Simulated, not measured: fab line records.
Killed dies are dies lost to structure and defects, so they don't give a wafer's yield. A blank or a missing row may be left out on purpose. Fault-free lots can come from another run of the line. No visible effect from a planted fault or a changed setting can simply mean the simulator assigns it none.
What tool caused it? ; flow n5_finfet ; 10 lots with 30 wafers sampled at 4 steps, on a route of 1938 steps

## WHAT THE GAUGES SHOWED, per wafer
The record holds no reading of a measuring or inspecting step that can be judged against a usual standard deviation.

## WHICH TOOL RAN EACH LOT (tool, then ch and the chambers of the sampled wafers, then the start)
lot;N5_MIM_TOP_DEGAS_04;N5_PASSIVATION_PECVD_55;N5_PASSIVATION_ETCH_15;N5_PASSIVATION_STRIP_48
L773;pvd_sputter-02, day 12 01:32;pecvd-03 ch 0,2, day 12 03:49;rie_diel-03 ch 0,2, day 12 08:10 or earlier;rie_diel-05 ch 1,3, day 12 08:10
L774;pvd_sputter-02, day 12 23:56;pecvd-02 ch 1,2, day 13 02:29;rie_diel-04 ch 1,2,3, day 13 07:26 or earlier;rie_diel-05 ch 1,2,3, day 13 07:26
L775;pvd_sputter-01, day 13 03:16;pecvd-03 ch 0,1,2, day 13 05:45;rie_diel-02 ch 1,3, day 13 13:19 or earlier;rie_diel-01 ch 0,3, day 13 13:19
L780;pvd_sputter-02, day 13 18:13;pecvd-04 ch 0,1,2, day 13 20:21;rie_diel-02 ch 2,3, day 14 04:50 or earlier;rie_diel-06 ch 0,3, day 14 04:50
L781;pvd_sputter-02, day 14 02:20;pecvd-02 ch 1,2, day 14 04:29;rie_diel-02 ch 2,3, day 14 10:59 or earlier;rie_diel-01 ch 0,1, day 14 10:59
L784;pvd_sputter-03, day 14 18:49;pecvd-03 ch 0,1, day 14 21:08;rie_diel-03 ch 0,1, day 15 05:29 or earlier;rie_diel-01 ch 0,1,2, day 15 05:29
L783;pvd_sputter-03, day 15 02:55;pecvd-02 ch 0,1,2, day 15 05:11;rie_diel-03 ch 0,1,2, day 15 19:20 or earlier;rie_diel-01 ch 1,3, day 15 19:20
L782;pvd_sputter-03, day 15 07:30;pecvd-04 ch 1,2, day 15 09:47;rie_diel-03 ch 1,2, day 16 01:57 or earlier;rie_diel-01 ch 0,3, day 16 01:57
L788;pvd_sputter-02, day 16 12:47;pecvd-02 ch 1,2, day 16 14:55;rie_diel-02 ch 2,3, day 16 19:53 or earlier;rie_diel-01 ch 0,2,3, day 16 19:53
L795;pvd_sputter-02, day 17 14:24;pecvd-02 ch 0,2, day 17 16:58;rie_diel-03 ch 0,2, day 18 00:06 or earlier;rie_diel-05 ch 0,1, day 18 00:06
- N5_MIM_TOP_DEGAS_04: time 60 s.
- N5_PASSIVATION_PECVD_55: deposits SiO2 from SiH4/N2O, target thk 400 nm, time 22.5 s.
- N5_PASSIVATION_ETCH_15: etches SiCN in CF4/N2, target depth 75 nm, time 81.2 s.
- N5_PASSIVATION_STRIP_48: strips in O2.

## WHAT THE TOOLS THEMSELVES READ (means of the sampled wafers that have a number; where no wafer has one, the mark that the record gives instead)
N5_MIM_TOP_DEGAS_04. Usual: heater_power_w 479 W, standard deviation 40; susceptor_temp_C 300.01 C, standard deviation 0.2.
lot;tool;heater_power_w (W);susceptor_temp_C (C);flag
L773;pvd_sputter-02;490;300.12;
L774;pvd_sputter-02;488;300.04;
L775;pvd_sputter-01;530;299.89;
L780;pvd_sputter-02;494;300.01;
L781;pvd_sputter-02;502;300.11;
L784;pvd_sputter-03;468;300.20;
L783;pvd_sputter-03;474;299.79;
L782;pvd_sputter-03;455;300.15;
L788;pvd_sputter-02;501;299.91;
L795;pvd_sputter-02;489;299.74;

N5_PASSIVATION_PECVD_55. Usual: heater_power_w 681 W, standard deviation 120; showerhead_plenum_p_Torr 8.22 Torr, standard deviation 0.11; susceptor_temp_C 399.98 C, standard deviation 0.21; throttle_valve_pct 51.6 %, standard deviation 2.7.
lot;tool;heater_power_w (W);showerhead_plenum_p_Torr (Torr);susceptor_temp_C (C);throttle_valve_pct (%);flag
L773;pecvd-03;719;8.31;400.05;51.7;
L774;pecvd-02;613;8.18;399.77;52.2;
L775;pecvd-03;675;8.30;399.89;52.3;
L780;pecvd-04;714;8.17;400.02;51.1;
L781;pecvd-02;576;8.17;400.16;52.3;
L784;pecvd-03;692;8.39;400.01;54.9;
L783;pecvd-02;677;8.21;399.87;52.4;
L782;pecvd-04;726;8.20;399.87;49.0;
L788;pecvd-02;558;8.17;400.05;52.6;
L795;pecvd-02;693;8.19;400.22;51.2;

N5_PASSIVATION_ETCH_15. Usual: bias_w is 69.99 W with standard deviation 0.21, chamber_pressure_mTorr is 40.00 mTorr with standard deviation 0.037, drypump_motor_current_A is 5.9 A with standard deviation 0.5, oes_product_au is 0.76 a.u. with standard deviation 0.09, rf_vpp_V is 382.5 V with standard deviation 2.1, showerhead_plenum_p_Torr is 2.21 Torr with standard deviation 0.08, and throttle_valve_pct is 15.45 % with standard deviation 0.17.
lot;tool;bias_w (W);chamber_pressure_mTorr (mTorr);drypump_motor_current_A (A);oes_product_au (a.u.);rf_vpp_V (V);showerhead_plenum_p_Torr (Torr);throttle_valve_pct (%);flag
L773;rie_diel-03;69.96;39.97;5.5;0.79;383.2;2.24;15.30;
L774;rie_diel-04;70.00;39.97;5.8;0.71;383.0;2.25;15.54;
L775;rie_diel-02;70.06;40.03;6.4;0.85;382.5;2.20;15.32;
L780;rie_diel-02;70.17;40.01;6.3;0.76;382.8;2.21;15.39;
L781;rie_diel-02;70.01;39.98;6.4;0.83;383.5;2.23;15.33;
L784;rie_diel-03;70.01;40.00;6.3;0.76;382.9;2.22;15.50;
L783;rie_diel-03;70.16;40.02;5.9;0.75;382.5;2.23;15.42;
L782;rie_diel-03;70.01;39.99;5.7;0.68;382.0;2.17;15.49;
L788;rie_diel-02;70.06;40.00;6.4;0.81;382.5;2.22;15.38;
L795;rie_diel-03;69.99;40.00;5.7;0.87;385.2;2.28;15.17;

N5_PASSIVATION_STRIP_48. Usual: chamber_pressure_mTorr is 29.99 mTorr with standard deviation 0.14, drypump_motor_current_A is 5.7 A with standard deviation 0.5, oes_product_au is 0.81 a.u. with standard deviation 0.091, rf_vpp_V is 3.6 V with standard deviation 2.5, showerhead_plenum_p_Torr is 2.10 Torr with standard deviation 0.064, temp_c is 60.00 C with standard deviation 0.13, and throttle_valve_pct is 16.72 % with standard deviation 0.23.
lot;tool;chamber_pressure_mTorr (mTorr);drypump_motor_current_A (A);oes_product_au (a.u.);rf_vpp_V (V);showerhead_plenum_p_Torr (Torr);temp_c (C);throttle_valve_pct (%);flag
L773;rie_diel-05;29.94;5.7;0.76;4.0;2.18;60.00;16.65;
L774;rie_diel-05;29.99;5.5;0.86;0.8;2.17;59.92;16.58;
L775;rie_diel-01;30.01;5.2;0.75;3.6;2.07;60.05;16.93;
L780;rie_diel-06;29.92;5.2;0.76;3.4;2.06;59.96;16.93;
L781;rie_diel-01;29.95;5.7;0.82;4.0;2.03;60.03;16.70;
L784;rie_diel-01;30.03;5.7;0.75;3.8;2.08;59.97;16.81;
L783;rie_diel-01;30.04;5.7;0.86;2.4;2.08;60.07;16.70;
L782;rie_diel-01;30.00;5.2;0.81;2.6;2.06;61.39;16.81;OFF
L788;rie_diel-01;29.97;5.5;0.84;3.1;2.11;61.29;16.68;OFF
L795;rie_diel-05;29.84;6.3;0.80;5.2;2.08;59.98;16.56;

## THE ANSWER, worked out from the rows above alone
Rule: a lot is off if the mean of its wafers that have a number lies more than 3 standard deviations from the usual mean. Also off: a lot with no number at a reading for which 4 or more lots have one. Any other lot the step has rows for is counted as sound. First the gauges in route order, then the tools' own readings, where a lot's mean is used as printed above. The first step at which some lot is off is used, and at that step the reading that is off furthest; a lot without a number counts as furthest.
Off: L782, L788 (N5_PASSIVATION_STRIP_48, temp_c).
If a tool, at that step or one of the process steps before it, ran each lot that is off and ran no sound lot following the first of them, it fits. With no start given for some of its lots, N5_PASSIVATION_ETCH_15 uses the hours and lot order of N5_PASSIVATION_STRIP_48. One candidate fits, namely rie_diel-01 at N5_PASSIVATION_STRIP_48. Its last sound lot is L783 (day 15 19:20), its first lot that is off L782 (day 16 01:57): a fault that began between those two fits.
On the lots that are off, the tool's own readings at N5_PASSIVATION_STRIP_48 differ by more than 5 times the standard deviation of the sound lots' means, which bears it out; temp_c reads 61.34 C there versus 60.00 C on the sound lots.

## WHAT HAD BEEN PUT IN BY THE SIMULATOR
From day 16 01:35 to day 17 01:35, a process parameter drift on rie_diel-01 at N5_PASSIVATION_STRIP_48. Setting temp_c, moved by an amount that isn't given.
Shown lots that were struck: L782, L788. The rule above reached the same finding.
